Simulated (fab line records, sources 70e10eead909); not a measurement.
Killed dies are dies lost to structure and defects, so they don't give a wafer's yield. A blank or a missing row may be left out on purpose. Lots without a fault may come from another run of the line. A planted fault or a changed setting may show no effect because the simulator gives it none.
Chamber matching | flow nand_harc | NHARC_A_STAIRCASE_TRIM_20 on rie_diel-06: 4 sister chambers
The step chemistry O2, time 211.2 s. 14 wafers are shown with their chamber, then 7 later ones without.

WAFERS WITH THEIR CHAMBER
wafer  | chamber | drypump_motor_current_A (A) | showerhead_plenum_p_Torr (Torr) | rf_vpp_V (V)
L076.2 | 3       | 6.5                         | 3.31                            | 57.4
L076.4 | 2       | 5.0                         | 3.49                            | 57.8
L076.5 | 1       | 5.5                         | 3.61                            | 59.5
L080.1 | 2       | 5.0                         | 3.48                            | 58.5
L080.4 | 3       | 6.5                         | 3.29                            | 56.8
L080.6 | 2       | 5.0                         | 3.48                            | 58.4
L081.1 | 1       | 5.5                         | 3.60                            | 58.4
L081.4 | 2       | 5.0                         | 3.48                            | 57.8
L081.6 | 2       | 5.0                         | 3.48                            | 56.5
L085.1 | 3       | 6.5                         | 3.29                            | 58.8
L085.2 | 0       | 5.6                         | 3.66                            | 57.5
L085.6 | 2       | 5.0                         | 3.47                            | 57.1
L091.2 | 3       | 6.5                         | 3.80                            | 57.7
L091.4 | 0       | 5.7                         | 3.65                            | 58.0

SIGNATURES (means of the wafers above)
reading                  | chamber 0 | chamber 1 | chamber 2 | chamber 3 | scatter within a chamber
drypump_motor_current_A  | 5.650     | 5.500     | 5.000     | 6.500     | 0.0224
showerhead_plenum_p_Torr | 3.6550    | 3.6050    | 3.4800    | 3.4225    | 0.138
rf_vpp_V                 | 57.750    | 58.950    | 57.683    | 57.675    | 0.761
Rule: a wafer's distance from a chamber is the root of the sum, over the readings, of the square of ((its reading less the chamber's mean) divided by the reading's scatter). The wafer belongs to the nearest chamber; if the next one is less than 2 further off, it can't be placed. The scatter: the root of (the sum of the squares of (reading less its chamber's mean) over the shown wafers, divided by (wafers less chambers)).

WAFERS WITHOUT THEIR CHAMBER
wafer  | drypump_motor_current_A (A) | showerhead_plenum_p_Torr (Torr) | rf_vpp_V (V)
L091.5 | 5.5                         | 3.59                            | 58.7
L092.2 | 5.5                         | 3.58                            | 57.2
L092.5 | 5.0                         | 3.46                            | 56.7
L092.6 | 5.5                         | 3.58                            | 57.6
L096.2 | 6.5                         | 3.79                            | 58.4
L096.3 | 5.5                         | 3.58                            | 57.5
L096.5 | 5.0                         | 3.45                            | 56.0

WHICH CHAMBER EACH WENT THROUGH
wafer  | from the rows above | in truth
L091.5 | 1                   | 1
L092.2 | 1                   | 1
L092.5 | 2                   | 2
L092.6 | 1                   | 1
L096.2 | 3                   | 3
L096.3 | 1                   | 1
L096.5 | 2                   | 2
Placed correctly: 7 of 7. Can't be placed from these rows: 0. Placed wrongly: 0.
